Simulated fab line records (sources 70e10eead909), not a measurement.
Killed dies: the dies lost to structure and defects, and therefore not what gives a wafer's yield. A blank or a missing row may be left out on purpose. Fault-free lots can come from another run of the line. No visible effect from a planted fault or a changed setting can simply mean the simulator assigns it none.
Chamber matching ; flow nand_harc ; ald_hk-04 running NHARC_A_CHANNEL_FILL_D2_ALD_14: 4 sister chambers
The step deposits SiO2, target thk 2.5 nm, pulse time 10 s, ald cycles 25. 14 wafers are shown with their chamber, then 7 later ones without.

== EACH WAFER AND ITS CHAMBER ==
wafer;chamber;heater_power_w (W);precursor_pulse_height_rel
L077.2;0;564;1.002
L077.3;2;552;0.996
L077.6;0;569;0.997
L082.1;3;412;0.987
L082.5;2;560;0.980
L082.6;3;411;1.027
L085.1;3;413;1.026
L085.3;1;397;1.002
L085.5;1;396;1.007
L091.1;1;395;0.986
L091.5;2;549;0.977
L091.6;3;414;0.959
L092.1;1;402;0.976
L092.2;0;541;1.014

SIGNATURES (averages over the wafers above)
reading;chamber 0;chamber 1;chamber 2;chamber 3;scatter within a chamber
heater_power_w;558.00;397.50;553.67;412.50;7.38
precursor_pulse_height_rel;1.00433;0.99275;0.98433;0.99975;0.0206
Rule: a wafer lies at a distance from a chamber equal to the root of the sum of squares, over the readings, of (its reading less the chamber's mean, divided by the reading's scatter). If the next closest chamber is less than 2 further off than the closest, the wafer can't be placed; otherwise it belongs to the closest. The scatter: take each reading less its chamber's mean, square it, sum over the shown wafers, divide by the number of wafers less the number of chambers, and take the root.

== WAFERS WITH NO CHAMBER GIVEN ==
wafer;heater_power_w (W);precursor_pulse_height_rel
L092.5;415;1.017
L094.1;557;1.006
L094.3;403;1.036
L094.4;560;0.986
L096.1;563;0.995
L096.4;543;1.006
L096.6;398;1.012

== WHICH CHAMBER EACH ONE RAN IN ==
wafer;from the rows above;in truth
L092.5;can't be placed: 3 or 1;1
L094.1;can't be placed: 0 or 2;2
L094.3;can't be placed: 3 or 1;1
L094.4;can't be placed: 2 or 0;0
L096.1;can't be placed: 0 or 2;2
L096.4;can't be placed: 2 or 0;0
L096.6;can't be placed: 1 or 3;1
0 of 7 placed correctly. These rows do not allow placing 7 (true chamber among the candidates in 7). 0 placed wrongly.
